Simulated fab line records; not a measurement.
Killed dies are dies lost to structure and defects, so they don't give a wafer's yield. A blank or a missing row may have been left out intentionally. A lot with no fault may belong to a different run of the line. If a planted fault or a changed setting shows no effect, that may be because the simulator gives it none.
Matching of chambers	flow n5 finfet	uv cure-03 running N5_BEOL_M10_CURE_72: 3 sister chambers
The step cures SiCOH lowk, time 120 s. 3 wafers are shown with their chamber, then 9 later ones without.

WAFERS WITH THEIR CHAMBER
wafer	chamber	wafer_temp_C_max
L077.5	0	372.6
L081.6	2	371.6
L083.6	1	372.6

WAFERS WITHOUT THEIR CHAMBER
wafer	wafer_temp_C_max
L084.3	372.3
L084.4	372.5
L084.5	372.4
L088.2	372.5
L088.4	372.5
L088.5	372.4
L094.1	371.8
L094.5	372.6
L094.6	372.1

EACH ONE'S CHAMBER
wafer	from the rows above	in truth
L084.3	can't be placed: 0 or 1 or 2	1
L084.4	can't be placed: 0 or 1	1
L084.5	can't be placed: 0 or 1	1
L088.2	can't be placed: 0 or 1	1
L088.4	can't be placed: 0 or 1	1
L088.5	can't be placed: 0 or 1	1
L094.1	2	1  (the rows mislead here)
L094.5	can't be placed: 0 or 1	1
L094.6	can't be placed: 0 or 1 or 2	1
Correctly placed: 0 of 9. Can't be placed from these rows: 8 (the true chamber is among the candidates in 8). 1 placed wrongly.
How it was worked out, from the rows above alone: a wafer's distance from a chamber is the root of the sum, over the readings, of the square of ((its reading less the chamber's mean) divided by the reading's scatter). If the next closest chamber is less than 2 further off than the closest, the wafer can't be placed; otherwise it belongs to the closest. Each chamber's mean is taken over the wafers shown for it. The scatter: root of mean squared gap, hidden wafer to nearest shown wafer, with one shown wafer a chamber.
